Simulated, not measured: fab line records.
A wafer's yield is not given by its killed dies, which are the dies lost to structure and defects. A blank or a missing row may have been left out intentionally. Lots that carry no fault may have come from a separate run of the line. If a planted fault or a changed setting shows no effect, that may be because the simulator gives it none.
Which of the tools did it? + flow nand_harc + Sampling: 19 lots, 57 wafers, 6 of 1159 route steps

WHAT EACH GAUGE READ, for each wafer
The record holds no reading of a measuring or inspecting step that can be judged against a usual standard deviation.

WHICH TOOL RAN EACH LOT (tool, then ch and the chambers of the sampled wafers, then the start)
| lot  | NHARC_P_M2_STRIP_18                | NHARC_P_BONDPAD_ETCH_37            | NHARC_A_ZERO_WELL_RTA_16         | NHARC_A_CHANNEL_HOLE_D1_ETCH_21  | NHARC_A_CHANNEL_FILL_D1_ALD_16   | NHARC_A_CHANNEL_FILL_D1_STRIP_28   |
|------|------------------------------------|------------------------------------|----------------------------------|----------------------------------|----------------------------------|------------------------------------|
| L076 | rie_diel-03 ch 0,1,2, day 6 07:57  | rie_diel-07 ch 0,2,3, day 6 12:07  | rtp_anneal-01 ch 0, day 6 17:18  | har_etch-02 ch 0,1, day 8 07:30  | ald_hk-04 ch 1,3, day 9 04:03    | rie_diel-05 ch 0,1,2, day 9 16:37  |
| L075 | rie_diel-03 ch 0,1, day 6 08:25    | rie_diel-07 ch 0,2,3, day 6 13:06  | rtp_anneal-02 ch 0, day 6 18:14  | har_etch-01 ch 0,1, day 8 08:25  | ald_hk-02 ch 0,1,2, day 9 04:15  | rie_diel-01 ch 2,3, day 9 16:37    |
| L078 | rie_diel-05 ch 2,3, day 7 01:35    | rie_diel-07 ch 1,2, day 7 05:53    | rtp_anneal-02 ch 0, day 7 11:05  | har_etch-01 ch 0,1, day 9 02:09  | ald_hk-02 ch 0,1, day 9 20:20    | rie_diel-01 ch 0,1,2, day 10 08:24 |
| L077 | rie_diel-02 ch 1,2,3, day 7 01:52  | rie_diel-07 ch 0,2,3, day 7 06:22  | rtp_anneal-02 ch 0, day 7 11:22  | har_etch-02 ch 0,1, day 9 02:01  | ald_hk-03 ch 1,2,3, day 9 20:19  | rie_diel-05 ch 0,1,2, day 10 08:22 |
| L079 | rie_diel-03 ch 0,2,3, day 7 11:32  | rie_diel-07 ch 0,2, day 7 16:28    | rtp_anneal-01 ch 0, day 7 21:31  | har_etch-02 ch 0,1, day 9 13:42  | ald_hk-04 ch 0,1,2, day 10 08:29 | rie_diel-01 ch 0,2, day 10 20:32   |
| L081 | rie_diel-03 ch 0,1,3, day 7 17:10  | rie_diel-07 ch 0,2,3, day 7 21:23  | rtp_anneal-01 ch 0, day 8 02:20  | har_etch-01 ch 0,1, day 9 22:49  | ald_hk-04 ch 0,1,3, day 10 16:38 | rie_diel-03 ch 0,2,3, day 11 03:44 |
| L080 | rie_diel-05 ch 0,2,3, day 7 17:28  | rie_diel-07 ch 0,1,3, day 7 22:10  | rtp_anneal-01 ch 0, day 8 03:08  | har_etch-02 ch 1, day 9 19:39    | ald_hk-02 ch 0,1,3, day 10 13:17 | rie_diel-01 ch 2,3, day 11 03:44   |
| L084 | rie_diel-03 ch 0,1,3, day 8 15:03  | rie_diel-06 ch 1,3, day 8 19:21    | rtp_anneal-02 ch 0, day 9 00:31  | har_etch-01 ch 0,1, day 10 15:05 | ald_hk-03 ch 1,3, day 11 09:34   | rie_diel-03 ch 1,3, day 11 21:33   |
| L086 | rie_diel-05 ch 0,1, day 9 11:14    | rie_diel-07 ch 0,1, day 9 15:37    | rtp_anneal-02 ch 0, day 9 20:52  | har_etch-01 ch 0,1, day 11 12:19 | ald_hk-03 ch 2,3, day 12 05:53   | rie_diel-03 ch 1,2, day 12 17:44   |
| L088 | rie_diel-03 ch 2,3, day 9 11:40    | rie_diel-07 ch 1,2,3, day 9 16:20  | rtp_anneal-02 ch 0, day 9 21:27  | har_etch-02 ch 0,1, day 11 12:56 | ald_hk-03 ch 0,1,2, day 12 06:01 | rie_diel-01 ch 1,2,3, day 12 17:43 |
| L087 | rie_diel-03 ch 2,3, day 9 12:14    | rie_diel-06 ch 1,2, day 9 17:12    | rtp_anneal-01 ch 0, day 9 22:14  | har_etch-01 ch 0,1, day 11 16:29 | ald_hk-03 ch 0,1,2, day 12 10:07 | rie_diel-01 ch 0,1,3, day 12 21:58 |
| L085 | rie_diel-03 ch 1,3, day 9 15:07    | rie_diel-07 ch 2,3, day 9 19:24    | rtp_anneal-02 ch 0, day 10 00:31 | har_etch-02 ch 0,1, day 11 20:32 | ald_hk-02 ch 0,2,3, day 12 14:17 | rie_diel-03 ch 1,2, day 13 03:09   |
| L089 | rie_diel-05 ch 0,2,3, day 9 21:17  | rie_diel-07 ch 2,3, day 10 01:23   | rtp_anneal-02 ch 0, day 10 06:27 | har_etch-01 ch 0,1, day 11 22:41 | ald_hk-02 ch 0,1, day 12 14:33   | rie_diel-01 ch 2,3, day 13 03:02   |
| L092 | rie_diel-03 ch 0,2, day 10 11:24   | rie_diel-13 ch 0,1,2, day 10 15:33 | rtp_anneal-02 ch 0, day 10 20:47 | har_etch-02 ch 0,1, day 12 18:26 | ald_hk-04 ch 1,2,3, day 13 12:02 | rie_diel-01 ch 0,2,3, day 14 00:17 |
| L091 | rie_diel-02 ch 0,1,2, day 10 12:04 | rie_diel-06 ch 1,2,3, day 10 16:19 | rtp_anneal-01 ch 0, day 10 21:32 | har_etch-02 ch 0,1, day 12 14:13 | ald_hk-03 ch 0,3, day 13 08:41   | rie_diel-01 ch 0,1,2, day 13 20:38 |
| L094 | rie_diel-05 ch 0,2,3, day 11 05:17 | rie_diel-07 ch 0,2,3, day 11 09:38 | rtp_anneal-01 ch 0, day 11 14:35 | har_etch-01 ch 0,1, day 13 04:41 | ald_hk-02 ch 0,2,3, day 13 22:25 | rie_diel-05 ch 1,2,3, day 14 10:11 |
| L097 | rie_diel-03 ch 1,2, day 11 13:43   | rie_diel-13 ch 0,2, day 11 18:02   | rtp_anneal-02 ch 0, day 11 23:07 | har_etch-01 ch 0,1, day 13 14:51 | ald_hk-03 ch 1,2,3, day 14 08:28 | rie_diel-03 ch 1,3, day 14 20:30   |
| L095 | rie_diel-05 ch 2,3, day 11 14:48   | rie_diel-07 ch 1,3, day 11 18:56   | rtp_anneal-02 ch 0, day 12 00:03 | har_etch-02 ch 0,1, day 13 19:59 | ald_hk-02 ch 0,2,3, day 14 16:19 | rie_diel-01 ch 1,2, day 15 06:19   |
| L096 | rie_diel-05 ch 0,2,3, day 11 15:16 | rie_diel-06 ch 0,2,3, day 11 19:32 | rtp_anneal-02 ch 0, day 12 00:39 | har_etch-02 ch 0,1, day 13 15:55 | ald_hk-02 ch 1,2,3, day 14 08:28 | rie_diel-01 ch 1,2, day 14 20:29   |
- NHARC_P_M2_STRIP_18: strips in N2/H2.
- NHARC_P_BONDPAD_ETCH_37: etches the open film in N2/H2, target depth 60 nm, overetch 18 nm, time 65.91 s.
- NHARC_A_ZERO_WELL_RTA_16: time 10 s.
- NHARC_A_CHANNEL_HOLE_D1_ETCH_21: etches the open film in C4F8/O2/Ar, time 514.3 s, target depth 1600 nm.
- NHARC_A_CHANNEL_FILL_D1_ALD_16: deposits SiO2, target thk 1.5 nm, pulse time 10 s, ald cycles 15.
- NHARC_A_CHANNEL_FILL_D1_STRIP_28: strips in O2, time 20 s.

WHAT THE TOOLS THEMSELVES READ (means of the sampled wafers that have a number; where no wafer has one, the mark that the record gives instead)
NHARC_P_M2_STRIP_18. Usual: value, then standard deviation, for each; chamber_pressure_mTorr 29.999 mTorr / 0.025; drypump_motor_current_A 5.7 A / 0.41; h2_flow_sccm 150.0 sccm / 0.48; oes_product_au 0.999 a.u. / 0.0096; rf_vpp_V 90.6 V / 1.1; showerhead_plenum_p_Torr 2.03 Torr / 0.092; throttle_valve_pct 14.172 % / 0.0093.
| lot  | tool        | chamber_pressure_mTorr (mTorr) | drypump_motor_current_A (A) | h2_flow_sccm (sccm) | oes_product_au (a.u.) | rf_vpp_V (V) | showerhead_plenum_p_Torr (Torr) | throttle_valve_pct (%) | flag |
|------|-------------|--------------------------------|-----------------------------|---------------------|-----------------------|--------------|---------------------------------|------------------------|------|
| L076 | rie_diel-03 | 29.991                         | 5.4                         | 149.7               | 0.993                 | 90.1         | 2.01                            | 14.166                 |      |
| L075 | rie_diel-03 | 30.004                         | 5.5                         | 150.1               | 0.999                 | 91.4         | 2.08                            | 14.162                 |      |
| L078 | rie_diel-05 | 29.993                         | 6.3                         | 149.4               | 1.005                 | 90.2         | 2.01                            | 14.168                 |      |
| L077 | rie_diel-02 | 30.029                         | 5.7                         | 150.2               | 0.997                 | 91.0         | 2.11                            | 14.167                 |      |
| L079 | rie_diel-03 | 29.998                         | 5.4                         | 150.0               | 1.002                 | 90.7         | 2.01                            | 14.167                 |      |
| L081 | rie_diel-03 | 29.994                         | 5.4                         | 150.2               | 1.007                 | 90.6         | 2.07                            | 14.182                 |      |
| L080 | rie_diel-05 | 29.985                         | 6.1                         | 150.1               | 0.992                 | 90.3         | 2.00                            | 14.166                 |      |
| L084 | rie_diel-03 | 29.990                         | 5.4                         | 150.0               | 1.006                 | 90.8         | 2.07                            | 14.176                 |      |
| L086 | rie_diel-05 | 30.012                         | 5.4                         | 149.8               | 0.996                 | 89.9         | 1.92                            | 14.174                 |      |
| L088 | rie_diel-03 | 30.018                         | 5.5                         | 149.6               | 0.999                 | 90.3         | 1.99                            | 14.163                 |      |
| L087 | rie_diel-03 | 30.033                         | 5.6                         | 149.7               | 1.002                 | 90.1         | 2.05                            | 14.172                 |      |
| L085 | rie_diel-03 | 29.998                         | 5.7                         | 149.6               | 0.987                 | 90.8         | 2.11                            | 14.175                 |      |
| L089 | rie_diel-05 | 29.973                         | 6.0                         | 149.9               | 0.997                 | 90.3         | 2.00                            | 14.171                 |      |
| L092 | rie_diel-03 | 30.010                         | 5.1                         | 150.0               | 1.005                 | 90.5         | 1.96                            | 14.161                 |      |
| L091 | rie_diel-02 | 29.971                         | 5.9                         | 150.3               | 1.002                 | 91.0         | 2.04                            | 14.179                 |      |
| L094 | rie_diel-05 | 29.992                         | 6.0                         | 149.8               | 0.992                 | 89.4         | 2.00                            | 14.176                 |      |
| L097 | rie_diel-03 | 29.983                         | 5.6                         | 150.0               | 0.991                 | 91.2         | 1.99                            | 14.167                 |      |
| L095 | rie_diel-05 | 30.004                         | 6.4                         | 149.5               | 0.988                 | 90.1         | 2.00                            | 14.169                 |      |
| L096 | rie_diel-05 | 29.985                         | 6.1                         | 150.1               | 0.996                 | 91.0         | 1.99                            | 14.168                 |      |

NHARC_P_BONDPAD_ETCH_37. Usual: value, then standard deviation, for each; chamber_pressure_mTorr 30.001 mTorr / 0.027; drypump_motor_current_A 5.5 A / 0.46; h2_flow_sccm 150.0 sccm / 0.42; oes_product_au 1.002 a.u. / 0.0087; rf_vpp_V 429.9 V / 2.3; showerhead_plenum_p_Torr 2.02 Torr / 0.08; throttle_valve_pct 14.171 % / 0.0095.
| lot  | tool        | chamber_pressure_mTorr (mTorr) | drypump_motor_current_A (A) | h2_flow_sccm (sccm) | oes_product_au (a.u.) | rf_vpp_V (V) | showerhead_plenum_p_Torr (Torr) | throttle_valve_pct (%) | flag |
|------|-------------|--------------------------------|-----------------------------|---------------------|-----------------------|--------------|---------------------------------|------------------------|------|
| L076 | rie_diel-07 | 30.006                         | 5.7                         | 150.2               | 1.003                 | 431.1        | 2.07                            | 14.170                 |      |
| L075 | rie_diel-07 | 29.996                         | 5.6                         | 150.1               | 0.993                 | 431.2        | 2.07                            | 14.179                 |      |
| L078 | rie_diel-07 | 29.986                         | 5.2                         | 149.9               | 1.002                 | 428.1        | 1.97                            | 14.172                 |      |
| L077 | rie_diel-07 | 30.013                         | 5.7                         | 149.5               | 0.999                 | 430.0        | 2.07                            | 14.177                 |      |
| L079 | rie_diel-07 | 29.986                         | 5.7                         | 149.7               | 1.001                 | 430.2        | 2.03                            | 14.171                 |      |
| L081 | rie_diel-07 | 29.978                         | 5.7                         | 150.2               | 0.995                 | 431.9        | 2.07                            | 14.162                 |      |
| L080 | rie_diel-07 | 30.011                         | 5.5                         | 150.4               | 1.003                 | 430.7        | 2.05                            | 14.162                 |      |
| L084 | rie_diel-06 | 30.008                         | 6.0                         | 150.1               | 1.004                 | 429.8        | 2.01                            | 14.167                 |      |
| L086 | rie_diel-07 | 30.000                         | 5.4                         | 150.0               | 1.016                 | 428.4        | 2.01                            | 14.172                 |      |
| L088 | rie_diel-07 | 29.961                         | 5.2                         | 150.2               | 0.993                 | 429.8        | 2.00                            | 14.170                 |      |
| L087 | rie_diel-06 | 30.019                         | 5.6                         | 150.3               | 1.004                 | 428.6        | 1.94                            | 14.178                 |      |
| L085 | rie_diel-07 | 30.004                         | 5.3                         | 149.9               | 1.005                 | 429.8        | 2.05                            | 14.165                 |      |
| L089 | rie_diel-07 | 30.021                         | 5.3                         | 150.1               | 0.993                 | 430.7        | 2.05                            | 14.170                 |      |
| L092 | rie_diel-13 | 30.001                         | 5.5                         | 149.7               | 1.004                 | 428.2        | 1.99                            | 14.168                 |      |
| L091 | rie_diel-06 | 29.993                         | 5.8                         | 150.1               | 0.998                 | 428.4        | 1.95                            | 14.180                 |      |
| L094 | rie_diel-07 | 29.975                         | 5.7                         | 149.5               | 0.992                 | 431.3        | 2.06                            | 14.169                 |      |
| L097 | rie_diel-13 | 30.020                         | 5.3                         | 150.1               | 1.004                 | 429.3        | 1.95                            | 14.165                 |      |
| L095 | rie_diel-07 | 29.997                         | 5.0                         | 149.8               | 1.014                 | 430.1        | 1.99                            | 14.176                 |      |
| L096 | rie_diel-06 | 29.993                         | 5.5                         | 149.9               | 0.989                 | 430.9        | 2.03                            | 14.171                 |      |

NHARC_A_ZERO_WELL_RTA_16. Usual: lamp_power_pct 27.4 %, standard deviation 1.8; lamp_zone_4_pct 27.4 %, standard deviation 1.8; wafer_temp_C_max 1004.6, standard deviation 2.3.
| lot  | tool          | lamp_power_pct (%) | lamp_zone_4_pct (%) | wafer_temp_C_max | flag |
|------|---------------|--------------------|---------------------|------------------|------|
| L076 | rtp_anneal-01 | 29.5               | 29.5                | 1007.0           |      |
| L075 | rtp_anneal-02 | 25.9               | 25.9                | 1003.3           |      |
| L078 | rtp_anneal-02 | 25.9               | 25.9                | 1003.1           |      |
| L077 | rtp_anneal-02 | 25.9               | 25.9                | 1002.8           |      |
| L079 | rtp_anneal-01 | 29.5               | 29.6                | 1007.6           |      |
| L081 | rtp_anneal-01 | 29.6               | 29.5                | 1007.3           |      |
| L080 | rtp_anneal-01 | 29.5               | 29.5                | 1007.2           |      |
| L084 | rtp_anneal-02 | 25.9               | 25.9                | 1002.9           |      |
| L086 | rtp_anneal-02 | 25.9               | 25.9                | 1002.8           |      |
| L088 | rtp_anneal-02 | 25.9               | 25.9                | 1002.8           |      |
| L087 | rtp_anneal-01 | 29.5               | 29.6                | 1006.6           |      |
| L085 | rtp_anneal-02 | 25.9               | 25.9                | 1002.2           |      |
| L089 | rtp_anneal-02 | 25.9               | 25.9                | 1002.7           |      |
| L092 | rtp_anneal-02 | 25.9               | 25.9                | 1003.0           |      |
| L091 | rtp_anneal-01 | 29.5               | 29.6                | 1007.0           |      |
| L094 | rtp_anneal-01 | 29.5               | 29.5                | 1007.2           |      |
| L097 | rtp_anneal-02 | 25.9               | 25.9                | 1002.5           |      |
| L095 | rtp_anneal-02 | 25.9               | 25.9                | 1002.4           |      |
| L096 | rtp_anneal-02 | 25.9               | 25.9                | 1003.8           |      |

NHARC_A_CHANNEL_HOLE_D1_ETCH_21. Usual: chamber_pressure_mTorr 20.000 mTorr, standard deviation 0.018; drypump_motor_current_A 5.8 A, standard deviation 0.64; showerhead_plenum_p_Torr 3.75 Torr, standard deviation 0.084; throttle_valve_pct 32.156 %, standard deviation 0.0099.
| lot  | tool        | chamber_pressure_mTorr (mTorr) | drypump_motor_current_A (A) | showerhead_plenum_p_Torr (Torr) | throttle_valve_pct (%) | flag |
|------|-------------|--------------------------------|-----------------------------|---------------------------------|------------------------|------|
| L076 | har_etch-02 | 20.010                         | 5.4                         | 3.81                            | 32.155                 |      |
| L075 | har_etch-01 | 20.006                         | 6.3                         | 3.75                            | 32.142                 |      |
| L078 | har_etch-01 | 20.018                         | 6.3                         | 3.74                            | 32.154                 |      |
| L077 | har_etch-02 | 20.019                         | 5.4                         | 3.81                            | 32.150                 |      |
| L079 | har_etch-02 | 19.980                         | 5.4                         | 3.81                            | 32.153                 |      |
| L081 | har_etch-01 | 20.013                         | 6.4                         | 3.74                            | 32.154                 |      |
| L080 | har_etch-02 | 20.003                         | 5.5                         | 3.77                            | 32.164                 |      |
| L084 | har_etch-01 | 20.010                         | 6.4                         | 3.74                            | 32.154                 |      |
| L086 | har_etch-01 | 19.999                         | 5.9                         | 3.68                            | 32.163                 |      |
| L088 | har_etch-02 | 19.985                         | 5.2                         | 3.83                            | 32.157                 |      |
| L087 | har_etch-01 | 20.000                         | 6.4                         | 3.73                            | 32.156                 |      |
| L085 | har_etch-02 | 19.993                         | 5.2                         | 3.82                            | 32.166                 |      |
| L089 | har_etch-01 | 20.008                         | 5.9                         | 3.67                            | 32.170                 |      |
| L092 | har_etch-02 | 19.989                         | 5.4                         | 3.79                            | 32.152                 |      |
| L091 | har_etch-02 | 19.995                         | 5.2                         | 3.82                            | 32.144                 |      |
| L094 | har_etch-01 | 19.994                         | 6.3                         | 3.72                            | 32.147                 |      |
| L097 | har_etch-01 | 20.013                         | 6.4                         | 3.72                            | 32.160                 |      |
| L095 | har_etch-02 | 19.998                         | 5.2                         | 3.81                            | 32.156                 |      |
| L096 | har_etch-02 | 20.009                         | 5.4                         | 3.78                            | 32.157                 |      |

NHARC_A_CHANNEL_FILL_D1_ALD_16. Usual: heater_power_w 460 W, standard deviation 40; precursor_pulse_height_rel 1.001, standard deviation 0.022.
| lot  | tool      | heater_power_w (W) | precursor_pulse_height_rel | flag |
|------|-----------|--------------------|----------------------------|------|
| L076 | ald_hk-04 | 440                | 0.996                      |      |
| L075 | ald_hk-02 | 462                | 1.003                      |      |
| L078 | ald_hk-02 | 444                | 0.963                      |      |
| L077 | ald_hk-03 | 453                | 1.008                      |      |
| L079 | ald_hk-04 | 421                | 1.002                      |      |
| L081 | ald_hk-04 | 430                | 1.003                      |      |
| L080 | ald_hk-02 | 460                | 0.997                      |      |
| L084 | ald_hk-03 | 460                | 0.989                      |      |
| L086 | ald_hk-03 | 455                | 1.006                      |      |
| L088 | ald_hk-03 | 491                | 0.999                      |      |
| L087 | ald_hk-03 | 480                | 0.995                      |      |
| L085 | ald_hk-02 | 480                | 1.015                      |      |
| L089 | ald_hk-02 | 474                | 0.995                      |      |
| L092 | ald_hk-04 | 426                | 1.029                      |      |
| L091 | ald_hk-03 | 402                | 1.006                      |      |
| L094 | ald_hk-02 | 496                | 1.004                      |      |
| L097 | ald_hk-03 | 450                | 0.992                      |      |
| L095 | ald_hk-02 | 496                | 1.003                      |      |
| L096 | ald_hk-02 | 483                | 1.001                      |      |

NHARC_A_CHANNEL_FILL_D1_STRIP_28. Usual: chamber_pressure_mTorr 60.01 mTorr, standard deviation 0.05; drypump_motor_current_A 5.6 A, standard deviation 0.45; oes_product_au 0.999 a.u., standard deviation 0.011; rf_vpp_V 57.7 V, standard deviation 0.86; showerhead_plenum_p_Torr 3.50 Torr, standard deviation 0.14; throttle_valve_pct 17.037 %, standard deviation 0.0095.
| lot  | tool        | chamber_pressure_mTorr (mTorr) | drypump_motor_current_A (A) | oes_product_au (a.u.) | rf_vpp_V (V) | showerhead_plenum_p_Torr (Torr) | throttle_valve_pct (%) | flag |
|------|-------------|--------------------------------|-----------------------------|-----------------------|--------------|---------------------------------|------------------------|------|
| L076 | rie_diel-05 | 59.97                          | 5.9                         | 0.993                 | 57.7         | 3.35                            | 17.032                 |      |
| L075 | rie_diel-01 | 60.03                          | 5.4                         | 0.994                 | 57.7         | 3.48                            | 17.036                 |      |
| L078 | rie_diel-01 | 60.01                          | 5.4                         | 1.005                 | 58.2         | 3.55                            | 17.033                 |      |
| L077 | rie_diel-05 | 59.99                          | 5.9                         | 0.994                 | 56.6         | 3.35                            | 17.033                 |      |
| L079 | rie_diel-01 | 60.00                          | 5.1                         | 1.007                 | 57.7         | 3.60                            | 17.041                 |      |
| L081 | rie_diel-03 | 60.02                          | 5.4                         | 0.998                 | 57.5         | 3.48                            | 17.033                 |      |
| L080 | rie_diel-01 | 59.95                          | 5.4                         | 0.995                 | 57.2         | 3.48                            | 17.034                 |      |
| L084 | rie_diel-03 | 60.04                          | 5.7                         | 0.998                 | 57.7         | 3.65                            | 17.041                 |      |
| L086 | rie_diel-03 | 60.00                          | 5.6                         | 0.989                 | 57.7         | 3.46                            | 17.041                 |      |
| L088 | rie_diel-01 | 59.99                          | 5.7                         | 1.006                 | 57.1         | 3.43                            | 17.044                 |      |
| L087 | rie_diel-01 | 60.01                          | 5.8                         | 1.015                 | 57.5         | 3.47                            | 17.032                 |      |
| L085 | rie_diel-03 | 60.04                          | 5.6                         | 0.991                 | 57.8         | 3.46                            | 17.035                 |      |
| L089 | rie_diel-01 | 60.03                          | 5.7                         | 0.997                 | 58.0         | 3.41                            | 17.028                 |      |
| L092 | rie_diel-01 | 59.98                          | 5.5                         | 1.004                 | 57.5         | 3.52                            | 17.039                 |      |
| L091 | rie_diel-01 | 59.96                          | 5.5                         | 1.006                 | 58.0         | 3.55                            | 17.042                 |      |
| L094 | rie_diel-05 | 60.01                          | 5.8                         | 0.997                 | 58.5         | 3.46                            | 17.043                 |      |
| L097 | rie_diel-03 | 60.00                          | 5.7                         | 0.994                 | 57.6         | 3.64                            | 17.042                 |      |
| L095 | rie_diel-01 | 60.00                          | 5.4                         | 1.010                 | 57.7         | 3.51                            | 17.041                 |      |
| L096 | rie_diel-01 | 60.00                          | 5.3                         | 1.011                 | 57.7         | 3.51                            | 17.027                 |      |

THE ANSWER, worked out from the rows above alone
Rule: a lot counts as off when the mean over its wafers that have a number is more than 3 standard deviations away from the usual mean. Also off: a lot with no number at a reading for which 4 or more lots have one. Where the step has rows for the other lots, those lots are counted as sound. After the gauges, taken in route order, come the tools' own readings; for these a lot's mean is taken, as printed above. At the first step where some lot is off, the reading lying furthest off is the one used; lots without a number count as furthest.
Across all readings shown, no lot is off: no conclusion can be drawn from this.

WHAT WAS PUT IN BY THE SIMULATOR
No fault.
